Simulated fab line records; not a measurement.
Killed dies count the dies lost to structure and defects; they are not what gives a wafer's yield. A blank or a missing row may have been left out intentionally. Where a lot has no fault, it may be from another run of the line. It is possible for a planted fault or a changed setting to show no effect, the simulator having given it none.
A struck lot beside a sound one || flow nand harc || 14 steps out of a route of 1159
Sound: the wafers L240.1, L240.3, L240.4. Struck: wafer L250.4 (L250.1, L250.2, from the same lot, were not struck and are left out); the cause is given at the end.
Order at every step that has rows: each side's tool, ch and its chambers, its first start. Under that, the readings that differ: sound wafers || struck wafers || difference of the means || sigmas: that difference in standard deviations of wafers without a fault.
alike: readings with means less than 2 such deviations apart, plus words and numbers identical on both sides. not compared: withheld readings, readings lacking a value on some wafer, bounds such as >300 that could conceal the same value, and numbers that have no deviation in the record and whose values overlap.
The two part at a step that has a row with sigmas, a row that says differs or no value, or rows on one side only. When numbers do not overlap yet have no deviation, they are printed without sigmas and do not part them. A reading that every wafer of one side lacks parts them only if that side has two wafers or more.

first, 5 steps without rows for these wafers: NHARC_A_CONTACT_SOFTBAKE_03 (time 55 s); NHARC_A_CONTACT_EBR_04; NHARC_A_CONTACT_EXPOSE_05 (exposes mask A CC); NHARC_A_CONTACT_PEB_06 (peb time 65 s); NHARC_A_CONTACT_DEVELOP_07 (develop time 35 s).
NHARC_A_CONTACT_CD_MEAS_08: the cd target is 100 nm.
  sound on cd sem-01 ch 0, day 18 00:10; struck on cd sem-01 ch 0, day 20 14:35
  alike: cd nm
NHARC_A_CONTACT_OVL_MEAS_09:
  sound on overlay-02, day 18 00:16; struck on overlay-01, day 20 14:40
  alike: overlay x nm, overlay y nm
NHARC_A_CONTACT_INSPECT_10:
  sound on defect inspect-02, day 18 00:18; struck on defect inspect-01, day 20 14:43
  alike: raw defect count
NHARC_A_CONTACT_DESCUM_13: chemistry O2, time 3 s.
  sound on rie diel-02 ch 0,2,3, day 18 00:22; struck on rie diel-10 ch 0, day 20 14:48
  alike: drypump motor current A, oes product au, rf vpp V, showerhead plenum p Torr, throttle valve pct
  not compared: rf hours counter h
NHARC_A_CONTACT_ETCH_88: etches the open film in CF4, target depth 39 nm, time 65 s.
  sound on rie diel-02 ch 0,2,3, day 18 00:26; struck on rie diel-10 ch 0, day 20 14:53
{"reading": "rf fwd power W (W)", "sound": "299.8 298.6 298.1", "struck": 296.1, "difference": -2.7, "sigmas": -2}
  alike: drypump motor current A, oes product au, rf vpp V, showerhead plenum p Torr, throttle valve pct
  not compared: rf hours counter h
NHARC_A_CONTACT_ETCH_89: etches the open film in N2/H2, target depth 260 nm, time 475.3 s.
  sound on rie diel-02 ch 0,1,3; struck on rie diel-10 ch 1
  alike: drypump motor current A, oes product au, rf fwd power W, rf vpp V, showerhead plenum p Torr, throttle valve pct
  not compared: rf hours counter h
NHARC_A_CONTACT_ETCH_30: etches the open film in CF4/CHF3, target depth 60.5 nm, time 30.2 s.
  sound on rie diel-02 ch 0,1,2; struck on rie diel-10 ch 3
  alike: drypump motor current A, oes product au, rf fwd power W, rf vpp V, showerhead plenum p Torr, throttle valve pct
  not compared: rf hours counter h
NHARC_A_CONTACT_ETCH_31: etches the open film in O2/COS, target depth 2000 nm, time 520 s.
  sound on rie diel-02 ch 0,1,3, day 18 00:57; struck on rie diel-10 ch 0, day 20 15:29
{"reading": "oes product au (a.u.)", "sound": "0.986 0.991 1.007", "struck": 0.818, "difference": -0.177, "sigmas": -18}
  alike: drypump motor current A, rf fwd power W, rf vpp V, showerhead plenum p Torr, throttle valve pct
  not compared: rf hours counter h
NHARC_A_CONTACT_ETCH_134: etches the open film in C4F8/O2/Ar, time 140 s, target depth 700 nm.
  sound on har cap etch-03 ch 0,1, day 18 01:21; struck on har cap etch-02 ch 1, day 20 15:58
  not compared: rf hours counter h

WHERE THEY PART
At NHARC_A_CONTACT_ETCH_88 first; at NHARC_A_CONTACT_ETCH_31 last (within this record only).

WHY: what had been put in by the simulator
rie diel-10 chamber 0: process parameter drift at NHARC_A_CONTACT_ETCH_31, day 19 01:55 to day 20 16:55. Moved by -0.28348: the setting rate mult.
